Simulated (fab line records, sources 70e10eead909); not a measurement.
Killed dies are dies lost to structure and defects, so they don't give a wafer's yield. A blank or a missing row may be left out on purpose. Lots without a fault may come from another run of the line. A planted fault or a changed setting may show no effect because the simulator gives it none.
Which tool did it? | flow nand_harc | 12 lots, 36 wafers sampled, at 1 step of a route of 1302

WHAT THE GAUGES READ, wafer by wafer
NHARC_P_M1_OVL_MEAS_10: pitch 260 nm.
lot  | measured     | on         | overlay_x_nm (nm)
L075 | day 6 11:16  | overlay-01 | 1.2 1.2 1.0
L077 | day 7 15:56  | overlay-02 | -0.8 -0.5 -0.9
L079 | day 8 02:13  | overlay-01 | -1.0 -0.5 -0.5
L081 | day 9 04:52  | overlay-02 | 0.6 0.4 0.6
L083 | day 9 23:04  | overlay-02 | -0.5 -1.0 -0.9
L085 | day 11 05:02 | overlay-01 | -1.1 -1.1 -1.5
L087 | day 11 14:56 | overlay-01 | 0.4 0.3 -0.1
L089 | day 12 08:31 | overlay-02 | 1.3 1.6 1.3
L091 | day 13 06:50 | overlay-01 | -0.6 -0.3 -0.4
L093 | day 14 05:04 | overlay-02 | -0.5 -0.2 -0.4
L095 | day 15 10:17 | overlay-02 | 1.1 0.6 0.9
L097 | day 15 20:08 | overlay-01 | 0.9 0.8 0.8

WHICH TOOL RAN EACH LOT (tool, then ch and the chambers of the sampled wafers, then the start)
The record holds no process step before these readings.

THE ANSWER, worked out from the rows above alone
Rule: what is usual is taken from the lots themselves. Put in order of their means at a reading, lots are off if they are a third of the lots or fewer, leave a main group of 4 or more, and stand apart from it by a gap of 3 or more times the standard deviation of the main group's means; of several such gaps the widest counts. A main group whose means are all the same, to the digits that the tables above print for the reading, isn't used. A lot without any number at a reading at which 4 lots or more have one is off too. The other lots that the step has rows for count as sound.
No lot is off at any reading shown: from this, nothing can be told.

WHAT THE SIMULATOR HAD PUT IN
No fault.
